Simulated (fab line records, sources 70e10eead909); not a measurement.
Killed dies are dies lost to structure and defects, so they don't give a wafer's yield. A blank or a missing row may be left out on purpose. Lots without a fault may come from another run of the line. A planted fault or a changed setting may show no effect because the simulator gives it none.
A struck lot beside a sound one | flow nand_harc | 40 steps out of a route of 1159
Sound: wafers L952.3, L952.4, L952.5. Struck: wafer L962.3. The cause comes at the end.
At each step with rows: each side's tool, then ch and its chambers, then its first start. Under that, the readings that differ: sound wafers | struck wafers | difference of the means | sigmas: that difference in standard deviations of wafers without a fault.
alike: readings whose means differ by less than 2 such deviations, and words and numbers that are the same on both sides. not compared: withheld readings, readings that some wafer has no value for, bounds like >300 that may hide the same value, and numbers for which the record gives no deviation and whose values overlap.
The two part at a step that has a row with sigmas, a row that says differs or no value, or rows on one side only. Numbers that don't overlap but have no deviation are shown without sigmas and don't part them. A reading that every wafer of one side lacks parts them only if that side has two wafers or more.

first, 6 steps without rows for these wafers: NHARC_P_CONTACT_COAT_06 (resist thk 90 nm); NHARC_P_CONTACT_SOFTBAKE_07 (time 55 s); NHARC_P_CONTACT_EBR_08; NHARC_P_CONTACT_EXPOSE_09 (exposes mask P CA, target cd 90 nm); NHARC_P_CONTACT_PEB_10 (peb time 65 s); NHARC_P_CONTACT_DEVELOP_11 (develop time 35 s).
NHARC_P_CONTACT_CD_MEAS_12: target cd 90 nm.
  sound on cd_sem-01 ch 0, day 7 11:41; struck on cd_sem-01 ch 0, day 10 05:11
  reading    | sound          | struck | difference | sigmas
  cd_nm (nm) | 89.4 89.6 89.1 | 91.1   | +1.7       | +3
NHARC_P_CONTACT_OVL_MEAS_13:
  sound on overlay-02, day 7 11:46; struck on overlay-01, day 10 05:17
  alike: overlay_x_nm, overlay_y_nm
NHARC_P_CONTACT_INSPECT_14:
  sound on defect_inspect-01, day 7 11:48; struck on defect_inspect-02, day 10 05:19
  alike: raw_defect_count
then, 3 steps without rows for these wafers: NHARC_P_CONTACT_DESCUM_17 (chemistry O2, time 3 s); NHARC_P_CONTACT_ETCH_35 (etches the open film in CF4, target depth 39 nm, time 65 s); NHARC_P_CONTACT_ETCH_36 (etches the open film in N2/H2, target depth 260 nm, time 406.25 s).
NHARC_P_CONTACT_ETCH_18: etches the open film in C4F8/O2/Ar, target depth 481 nm, time 240.5 s.
  sound on rie_diel-12 ch 0,1,3, day 7 12:22; struck on rie_diel-12 ch 3, day 10 06:29
  alike: oes_product_au, rf_vpp_V
  not compared: rf_hours_counter_h
then, 1 step without rows for these wafers: NHARC_P_CONTACT_STRIP_37 (strips in C4F8/O2/Ar).
NHARC_P_CONTACT_ETCH_31: etches the open film in CH3F/O2, target depth 30 nm, time 85.7 s.
  sound on rie_diel-12 ch 1,3; struck on rie_diel-12 ch 1
  alike: drypump_motor_current_A, oes_product_au, rf_vpp_V, showerhead_plenum_p_Torr, throttle_valve_pct
  not compared: rf_hours_counter_h
NHARC_P_CONTACT_CD_MEAS_19:
  sound on cd_sem-01, day 7 13:08; struck on cd_sem-03, day 10 07:02
  alike: cd_nm
then, 2 steps without rows for these wafers: NHARC_P_CONTACT_STRIP_28 (strips in O2); NHARC_P_CONTACT_STRIP_29 (strips in post etch residue remover, time 1200 s).
NHARC_P_CONTACT_DEGAS_38: time 60 s.
  sound on pvd_sputter-01, day 7 13:51; struck on pvd_sputter-03, day 10 07:52
  alike: heater_power_w
then, 2 steps without rows for these wafers: NHARC_P_CONTACT_PRE_CLEAN_39 (time 19.5 s); NHARC_P_CONTACT_PVD_32 (deposits Ti, target thk 5 nm, time 17.7 s).
NHARC_P_CONTACT_ALD_22: deposits TiN, target thk 3 nm, pulse time 1 s, ald cycles 150.
  sound on ald_metal-04 ch 1,3, day 7 14:05; struck on ald_metal-01 ch 2, day 10 08:13
  alike: heater_power_w, precursor_pulse_height_rel
then, 1 step without rows for these wafers: NHARC_P_CONTACT_CVD_23 (deposits W, target thk 200 nm, time 557 s).
NHARC_P_CONTACT_CMP_24: polishes, t overpolish 30 s, target thk 200 nm.
  sound on cmp-02 ch 0,3, day 7 21:43; struck on cmp-02 ch 2, day 10 15:09
  reading                | sound          | struck | difference | sigmas
  time_to_endpoint_s (s) | 40.0 39.3 37.5 | 45.0   | +6.1       | +2
  alike: motor_current_A, overpolish_run_s, slurry_filter_dp_kPa, slurry_flow_ml_min
then, 11 steps without rows for these wafers: NHARC_P_CONTACT_SRD_26; NHARC_P_M0_DEP_00 (deposits SiOC, target thk 150 nm); NHARC_P_M0_DEHYDRATE_01 (time 120 s); NHARC_P_M0_HMDS_02 (time 30 s); NHARC_P_M0_COAT_33 (time 65 s); NHARC_P_M0_COAT_03 (resist thk 90 nm); NHARC_P_M0_SOFTBAKE_04 (time 55 s); NHARC_P_M0_EBR_05; NHARC_P_M0_EXPOSE_06 (exposes mask P M0, target cd 90 nm); NHARC_P_M0_PEB_07 (peb time 65 s); NHARC_P_M0_DEVELOP_08 (develop time 35 s).
NHARC_P_M0_CD_MEAS_09: target cd 90 nm.
  sound on cd_sem-02 ch 0, day 7 23:01; struck on cd_sem-02 ch 0, day 10 16:17
  alike: cd_nm
NHARC_P_M0_OVL_MEAS_10: pitch 180 nm.
  sound on overlay-01, day 7 23:06; struck on overlay-01, day 10 16:22
  reading           | sound       | struck | difference | sigmas
  overlay_y_nm (nm) | 0.1 0.6 0.4 | -1.3   | -1.7       | -2
  alike: overlay_x_nm
NHARC_P_M0_DESCUM_14: chemistry O2, time 3 s.
  sound on rie_diel-01 ch 2,3, day 7 23:12; struck on rie_diel-01 ch 2, day 10 19:44
  reading | sound | struck                   | difference                   | sigmas
  hold    | - - - | await_dispo/3.1h/release | no value on the sound wafers |
  alike: drypump_motor_current_A, oes_product_au, rf_vpp_V, showerhead_plenum_p_Torr, throttle_valve_pct
  not compared: rf_hours_counter_h
NHARC_P_M0_ETCH_34: etches the open film in N2/H2, target depth 40 nm, overetch 12 nm, time 43.94 s.
  sound on rie_diel-01 ch 0,1,3, day 7 23:17; struck on rie_diel-01 ch 3, day 10 19:49
  alike: drypump_motor_current_A, oes_product_au, rf_vpp_V, showerhead_plenum_p_Torr, throttle_valve_pct
  not compared: rf_hours_counter_h
-- the record jumps here: 15 days lie between the struck wafers' starts before and after (it left off in module P_M0 and takes up again in module END, whose first step shown is number 1159 of the route) --
NHARC_END_SORT_01:
  the record has rows for the struck wafers here (prober-02 ch 0, day 26 00:49) and none for the sound ones

WHERE THEY PART
First at NHARC_P_CONTACT_CD_MEAS_12; last, within this record, at NHARC_END_SORT_01.

WHY: what the simulator had put in
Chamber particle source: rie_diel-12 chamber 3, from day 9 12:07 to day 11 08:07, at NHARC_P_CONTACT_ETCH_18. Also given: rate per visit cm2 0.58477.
